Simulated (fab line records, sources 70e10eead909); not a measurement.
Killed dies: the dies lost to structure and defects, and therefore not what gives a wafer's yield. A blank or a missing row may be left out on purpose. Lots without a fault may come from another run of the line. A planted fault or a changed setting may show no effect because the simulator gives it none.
Which tool was responsible? || flow nand-harc || at 1 step of a route of 1159, 12 lots with 36 wafers sampled

== WHAT THE GAUGES READ, wafer by wafer ==
NHARC_P_M2_THK_MEAS_24: measures by xrf.
{"lot": "L075", "measured": "day 6 16:37", "on": "film-metro-01", "thk-nm (nm)": "142.7 143.9 141.2"}
{"lot": "L078", "measured": "day 7 09:06", "on": "film-metro-02", "thk-nm (nm)": "142.7 145.9 143.5"}
{"lot": "L079", "measured": "day 7 15:19", "on": "film-metro-01", "thk-nm (nm)": "146.3 144.7 144.2"}
{"lot": "L080", "measured": "day 7 21:05", "on": "film-metro-01", "thk-nm (nm)": "141.6 141.8 142.5"}
{"lot": "L082", "measured": "day 8 12:20", "on": "film-metro-01", "thk-nm (nm)": "143.2 143.1 142.7"}
{"lot": "L086", "measured": "day 9 19:23", "on": "film-metro-01", "thk-nm (nm)": "144.6 143.2 144.5"}
{"lot": "L084", "measured": "day 10 01:55", "on": "film-metro-01", "thk-nm (nm)": "143.7 144.1 146.0"}
{"lot": "L088", "measured": "day 10 08:56", "on": "film-metro-02", "thk-nm (nm)": "144.6 142.3 144.3"}
{"lot": "L093", "measured": "day 10 21:05", "on": "film-metro-02", "thk-nm (nm)": "143.9 145.4 145.1"}
{"lot": "L091", "measured": "day 10 22:32", "on": "film-metro-01", "thk-nm (nm)": "143.8 146.7 143.8"}
{"lot": "L096", "measured": "day 11 16:28", "on": "film-metro-02", "thk-nm (nm)": "147.6 146.9 145.3"}
{"lot": "L097", "measured": "day 11 20:59", "on": "film-metro-02", "thk-nm (nm)": "145.7 146.9 145.2"}

== EACH LOT AND THE TOOL THAT RAN IT (in order: tool; ch and the chambers of the sampled wafers; start) ==
Record: no process step prior to these readings.

== THE ANSWER, worked out from the rows above alone ==
Rule: what is usual is taken from the lots themselves. Put in order of their means at a reading, lots are off if they are a third of the lots or fewer, leave a main group of 4 or more, and stand apart from it by a gap of 3 or more times the standard deviation of the main group's means; of several such gaps the widest counts. A main group is skipped when, at the precision printed for the reading in the tables above, its means are all equal. A lot without any number at a reading at which 4 lots or more have one is off too. The other lots that the step has rows for count as sound.
No lot is off on any of the readings shown, so nothing can be concluded from this.

== WHAT WAS PUT IN BY THE SIMULATOR ==
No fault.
